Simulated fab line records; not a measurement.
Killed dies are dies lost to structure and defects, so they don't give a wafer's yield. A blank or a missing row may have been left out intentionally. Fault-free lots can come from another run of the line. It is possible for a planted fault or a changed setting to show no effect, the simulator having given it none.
One fault through the eyes of 2 desks -- flow nandHarc -- what lay behind the numbers comes last; until then each desk has only its own

## FROM THE METROLOGY DESK
Means of the sampled wafers that have a number, per lot and without regard to the tool the lot ran on: this is what the gauges read. If a lot's mean is further than 4 standard deviations from the usual mean, the lot is out of limits and carries the mark OUT (the distance appears in the brackets).
Columns: A = thkNm at NHARC_A_BONDPAD_THK_MEAS_20, usual 170.1 nm; B = cdNm at NHARC_THIN_TSV_CD_MEAS_12, usual 1000.8 nm
lot,first seen here,A,B
L141,day 18 03:57,168.5,1001.7
L142,day 18 08:47,168.5,998.3
L144,day 18 09:14,169.7,999.6
L143,day 18 09:29,168.1,1002.0
L145,day 18 21:17,169.9,998.6
L148,day 19 12:13,170.7,1002.5
L147,day 20 07:55,168.3,1000.4
L153,day 20 17:58,169.6,996.9
L156,day 21 22:51,170.4,998.9
L157,day 22 04:32,170.8,1001.8
L158,day 22 05:02,169.4,1001.2
L161,day 22 21:54,172.6,1003.2
L163,day 24 04:23,173.0,1003.0
This desk's verdict: no lot among the 13 shows anything out of limits.

## AT THE TOOL OWNER'S DESK: pvdSputter-01
The tool's own readings at NHARC_A_M0_PVD_21 (deposits Cu, target thk 30 nm, time 20.49 s): means of the sampled wafers that have a number, for each lot that ran on this tool. If a lot's mean is further than 4 standard deviations from the usual mean, the lot is out of limits and carries the mark OUT (the distance appears in the brackets).
Columns: A = throttleValvePct at NHARC_A_M0_PVD_21, usual 30.5 %
lot,first seen here,A
L142,day 17 22:22,31.0
L145,day 18 10:59,29.9
L148,day 19 02:13,30.6
L153,day 20 08:10,30.5
This desk's verdict: no lot among the 4 shows anything out of limits.

## TAKEN TOGETHER
Metrology desk: nothing out of limits seen.
The tool owner's desk saw nothing out of limits.

## WHAT THE SIMULATOR PUT IN
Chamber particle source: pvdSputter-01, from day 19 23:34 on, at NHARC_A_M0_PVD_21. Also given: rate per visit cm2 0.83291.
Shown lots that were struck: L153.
